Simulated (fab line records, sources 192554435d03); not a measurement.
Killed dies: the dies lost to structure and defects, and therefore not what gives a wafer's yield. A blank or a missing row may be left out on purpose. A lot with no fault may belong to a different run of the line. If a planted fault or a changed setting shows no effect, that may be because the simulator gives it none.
Chamber matching ; flow n5-finfet ; rie-diel-06 running N5_BEOL_M9_STRIP_36: 4 sister chambers
The step strips in N2/H2. 16 wafers are shown with their chamber, then 8 later ones without.

== EACH WAFER AND ITS CHAMBER ==
wafer;chamber;showerhead-plenum-p-Torr (Torr);oes-product-au (a.u.);throttle-valve-pct (%)
L074.2;0;2.41;0.74;23.4
L074.3;3;2.64;0.73;23.7
L074.4;1;2.70;0.85;23.3
L075.2;3;2.64;0.73;23.7
L075.4;1;2.70;0.88;23.3
L075.5;3;2.64;0.73;23.6
L076.1;3;2.64;0.72;23.7
L076.3;1;2.70;0.85;23.3
L076.4;1;2.70;0.86;23.3
L081.1;0;2.41;0.73;23.4
L081.2;3;2.63;0.73;23.7
L081.3;1;2.69;0.83;23.3
L085.2;2;2.49;0.91;23.6
L085.3;3;2.63;0.71;23.7
L085.6;0;2.40;0.71;23.4
L089.1;1;2.68;0.83;23.4

SIGNATURES (averages over the wafers above)
reading;chamber 0;chamber 1;chamber 2;chamber 3;scatter within a chamber
showerhead-plenum-p-Torr;2.4067;2.6950;2.4900;2.6367;0.00677
oes-product-au;0.7267;0.8500;0.9100;0.7250;0.0148
throttle-valve-pct;23.400;23.317;23.600;23.683;0.0373
Rule: distance of a wafer from a chamber = root of the sum over the readings of ((wafer's reading minus chamber's mean) / reading's scatter) squared. If the next closest chamber is less than 2 further off than the closest, the wafer can't be placed; otherwise it belongs to the closest. The scatter is the square root of a quotient: the sum, over the shown wafers, of each reading's squared deviation from its chamber's mean, divided by wafers minus chambers.

== WAFERS WITH NO CHAMBER GIVEN ==
wafer;showerhead-plenum-p-Torr (Torr);oes-product-au (a.u.);throttle-valve-pct (%)
L089.5;2.69;0.83;23.3
L089.6;2.40;0.71;23.4
L096.1;2.62;0.70;23.7
L096.2;2.68;0.81;23.4
L096.3;2.48;0.87;23.6
L097.1;2.48;0.86;23.7
L097.4;2.68;0.82;23.4
L097.5;2.68;0.81;23.4

== CHAMBER TAKEN BY EACH ==
wafer;from the rows above;in truth
L089.5;1;1
L089.6;0;0
L096.1;3;3
L096.2;1;1
L096.3;2;2
L097.1;2;2
L097.4;1;1
L097.5;1;1
Correctly placed: 8 of 8. Can't be placed from these rows: 0. Number placed wrongly: 0.
